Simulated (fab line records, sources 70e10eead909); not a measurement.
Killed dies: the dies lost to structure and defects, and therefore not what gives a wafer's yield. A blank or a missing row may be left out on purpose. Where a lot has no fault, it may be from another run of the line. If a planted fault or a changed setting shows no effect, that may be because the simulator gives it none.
Chamber matching -- flow nandHarc -- NHARC_A_M0_PRE_CLEAN_31 on pecvd-01: 3 sister chambers
The step time 12 s. 6 wafers are shown with their chamber, then 8 later ones without.

WAFERS WITH THEIR CHAMBER
wafer,chamber,heaterPowerW (W)
L083.3,1,722
L083.6,1,740
L086.1,2,682
L086.3,0,611
L086.5,0,630
L092.3,2,633

WAFERS WITH NO CHAMBER GIVEN
wafer,heaterPowerW (W)
L092.4,693
L092.6,613
L093.1,567
L093.3,615
L093.5,570
L094.2,589
L094.5,595
L094.6,564

CHAMBER TAKEN BY EACH
wafer,from the rows above,in truth
L092.4,can't be placed: 2 or 1 or 0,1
L092.6,can't be placed: 0 or 2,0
L093.1,can't be placed: 0 or 2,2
L093.3,can't be placed: 0 or 2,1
L093.5,can't be placed: 0 or 2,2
L094.2,can't be placed: 0 or 2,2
L094.5,can't be placed: 0 or 2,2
L094.6,can't be placed: 0 or 2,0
Placed correctly: 0 of 8. From these rows, 8 cannot be placed; in 7 the true chamber is one of the candidates. Number placed wrongly: 0.
How it was worked out, from the rows above alone: a wafer's distance from a chamber is the root of the sum, over the readings, of the square of ((its reading less the chamber's mean) divided by the reading's scatter). The wafer belongs to the nearest chamber; if the next one is less than 2 further off, it can't be placed. For every chamber, the mean is computed from those of its wafers that are shown. The scatter is the square root of a quotient: the sum, over the shown wafers, of each reading's squared deviation from its chamber's mean, divided by wafers minus chambers.
